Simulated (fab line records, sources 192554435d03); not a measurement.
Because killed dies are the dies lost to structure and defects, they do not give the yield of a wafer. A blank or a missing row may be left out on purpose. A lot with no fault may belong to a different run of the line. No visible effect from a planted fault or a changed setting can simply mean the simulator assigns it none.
Chamber matching | flow n5 finfet | N5_SD_EPI_N_SD_RECESS_17 on rie si-03: 4 sister chambers
The step chemistry HBr/Cl2/O2, target depth 41 nm, time 23.7 s, bt time 3 s. 4 wafers are shown with their chamber, then 11 later ones without.

== WAFERS PAIRED WITH THEIR CHAMBERS ==
wafer  | chamber | throttle valve pct (%)
L078.3 | 2       | 37.1
L082.1 | 1       | 37.3
L082.3 | 0       | 37.6
L087.1 | 3       | 36.8

== WAFERS WITHOUT THEIR CHAMBER ==
wafer  | throttle valve pct (%)
L087.3 | 37.3
L087.6 | 37.1
L089.4 | 36.8
L089.5 | 37.3
L089.6 | 37.1
L092.2 | 37.6
L092.5 | 37.1
L092.6 | 37.3
L094.1 | 37.6
L094.4 | 37.0
L094.6 | 36.8

== CHAMBER TAKEN BY EACH ==
wafer  | from the rows above | in truth
L087.3 | 1                   | 1
L087.6 | 2                   | 2
L089.4 | 3                   | 3
L089.5 | 1                   | 1
L089.6 | 2                   | 2
L092.2 | 0                   | 0
L092.5 | 2                   | 2
L092.6 | 1                   | 1
L094.1 | 0                   | 0
L094.4 | 2                   | 2
L094.6 | 3                   | 3
Placed correctly: 11 of 11. From these rows, 0 cannot be placed. Placed wrongly: 0.
How it was worked out, from the rows above alone: a wafer's distance from a chamber is the root of the sum, over the readings, of the square of ((its reading less the chamber's mean) divided by the reading's scatter). If the next closest chamber is less than 2 further off than the closest, the wafer can't be placed; otherwise it belongs to the closest. Each chamber's mean is taken over the wafers shown for it. The scatter: root of mean squared gap, hidden wafer to nearest shown wafer, with one shown wafer a chamber.
